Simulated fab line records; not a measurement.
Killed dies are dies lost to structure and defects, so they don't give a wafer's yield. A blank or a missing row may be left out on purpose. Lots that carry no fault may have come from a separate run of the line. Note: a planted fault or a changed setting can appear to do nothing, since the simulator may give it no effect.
Struck lot and sound lot, side by side	flow n5-finfet	38 steps out of a route of 1938
Sound: these wafers, L449.1, L449.2, L449.6. Wafers struck: L455.2, L455.4, L455.6. At the end, the cause is stated.
At each step with rows: each side's tool, then ch and its chambers, then its first start. Under that, the readings that differ: sound wafers	struck wafers	difference of the means	sigmas: that difference in standard deviations of wafers without a fault.
alike: same words and numbers on both sides, and readings whose means sit less than 2 such deviations apart. not compared: any withheld reading, any reading some wafer has no value for, any bound like >300 that may hide the same value, and any number with overlapping values for which the record gives no deviation.
Wherever a step has rows on one side only, a row that says differs or no value, or a row with sigmas, the two part there. When numbers do not overlap yet have no deviation, they are printed without sigmas and do not part them. Lack of a reading on every wafer of one side parts them only where that side has two or more wafers.

first, 9 steps without rows for these wafers: N5_BEOL_M2_COAT_22 (resist thk 30 nm); N5_BEOL_M2_EBR_24; N5_BEOL_M2_SOFTBAKE_23 (time 60 s); N5_BEOL_M2_EXPOSE_25 (exposes mask V1, defocus 5 nm); N5_BEOL_M2_PEB_26 (peb time 60 s); N5_BEOL_M2_DEVELOP_27 (develop time 30 s); N5_BEOL_M2_DESCUM_33 (chemistry O2, time 7 s); N5_BEOL_M2_ETCH_77 (etches underlayer in N2/H2, target depth 6.5 nm, time 5.2 s); N5_BEOL_M2_ETCH_69 (etches SiARC in CF4, target depth 15.6 nm, time 26 s).
N5_BEOL_M2_ALD_98: deposits SiO2, target thk 2.5 nm, pulse time 1 s, co reactant pulse time 1 s.
  sound on ald-sin-03 ch 0,1,2, day 8 14:23; struck on ald-sin-04 ch 2,3, day 9 16:35
  alike: chamber-pressure-Torr, heater-power-w, precursor-pulse-height-rel, susceptor-temp-C
  not compared: since-wet-clean-h
then, 27 steps without rows for these wafers: N5_BEOL_M2_ETCHBACK_99 (etches SiO2 in CHF3, target depth 5 nm, time 10.4 s); N5_BEOL_M2_ETCH_70 (etches SOC in N2/H2, target depth 80 nm, overetch 24 nm, time 130 s); N5_BEOL_M2_STRIP_71 (strips in N2/H2); N5_BEOL_M2_STRIP_78 (strips in N2/H2); N5_BEOL_M2_VIA_ETCH_34 (etches the open film in C4F6/O2, target depth 69.4 nm, time 65.9 s); N5_BEOL_M2_STRIP_83 (strips in C4F6/O2); N5_BEOL_M2_STRIP_36 (strips in N2/H2); N5_BEOL_M2_TRENCH_ETCH_37 (etches SiOC in C4F6/O2, target depth 55.555 nm, time 29.2 s); N5_BEOL_M2_ETCH_41 (etches SiCN in CH3F/O2, target depth 29.9 nm, time 52.5 s); N5_BEOL_M2_STRIP_97 (strips in N2/H2, time 10 s); N5_BEOL_M2_HM_STRIP_39 (strips TiN in peroxide tin strip, target depth 25 nm, time 158 s); N5_BEOL_M2_SRD_40 (time 30 s); N5_BEOL_M2_PRECLEAN_42 (cleans in residue remover, time 60 s); N5_BEOL_M2_SRD_43 (time 30 s); N5_BEOL_M2_DEGAS_44 (time 60 s); N5_BEOL_M2_PRE_CLEAN_45 (time 30 s); N5_BEOL_M2_ALD_84 (deposits TaN, pulse time 2 s, purge time 3 s, co reactant purge time 2 s); N5_BEOL_M2_SURFACE_TREAT_85; N5_BEOL_M2_CVD_47 (deposits Co from CCTBA/H2, target thk 3 nm, time 223.8 s); N5_BEOL_M2_SPUTTER_48 (material Cu, target thk 4.5 nm, time 8.29 s); N5_BEOL_M2_ANNEAL_49 (time 240 s); N5_BEOL_M2_SPUTTER_79 (material Cu, target thk 4.5 nm, time 8.29 s); N5_BEOL_M2_ANNEAL_80 (time 240 s); N5_BEOL_M2_SPUTTER_81 (material Cu, target thk 4.5 nm, time 8.29 s); N5_BEOL_M2_ANNEAL_82 (time 240 s); N5_BEOL_M2_SPUTTER_86 (material Cu, target thk 4.5 nm, time 8.29 s); N5_BEOL_M2_ANNEAL_87 (time 240 s).
-- the record jumps here: 6 days lie between the struck wafers' starts before and after (it left off in module BEOL_M2 and takes up again in module PASSIVATION, whose first step shown is number 1936 of the route) --
N5_PASSIVATION_PROBE_49:
  sound on prober-02 at day 14 09:10; struck on prober-01 at day 15 20:26
reading	sound	struck	difference	sigmas
defect-limited-yield (%)	89.3 89.6 91.3	86.0 81.8 82.9	-6.5	-5
killed_at_M0_to_M3	33 36 26	95 142 146	+96	+10
killed-dies	126 123 103	165 215 202	+77	+5
killed-on-rim	11 21 11	33 31 30	+17	+4
sort_bin_5_function (%)	6.4 6.1 5.5	7.5 11.3 9.7	+3.5	+4
sort-n-pass	1054 1057 1077	1015 965 978	-77	-5
sort-yield-pct (%)	89.3 89.6 91.3	86.0 81.8 82.9	-6.5	-4
  alike: killed_at_M4_up, killed-at-contacts, killed-at-front-end, killed-at-other, killed-open, killed-short, sort_bin_6_memory, sort_bin_8_speed

== WHERE THEY PART ==
Within this record, at N5_PASSIVATION_PROBE_49 only.

WHY: what had been put in by the simulator
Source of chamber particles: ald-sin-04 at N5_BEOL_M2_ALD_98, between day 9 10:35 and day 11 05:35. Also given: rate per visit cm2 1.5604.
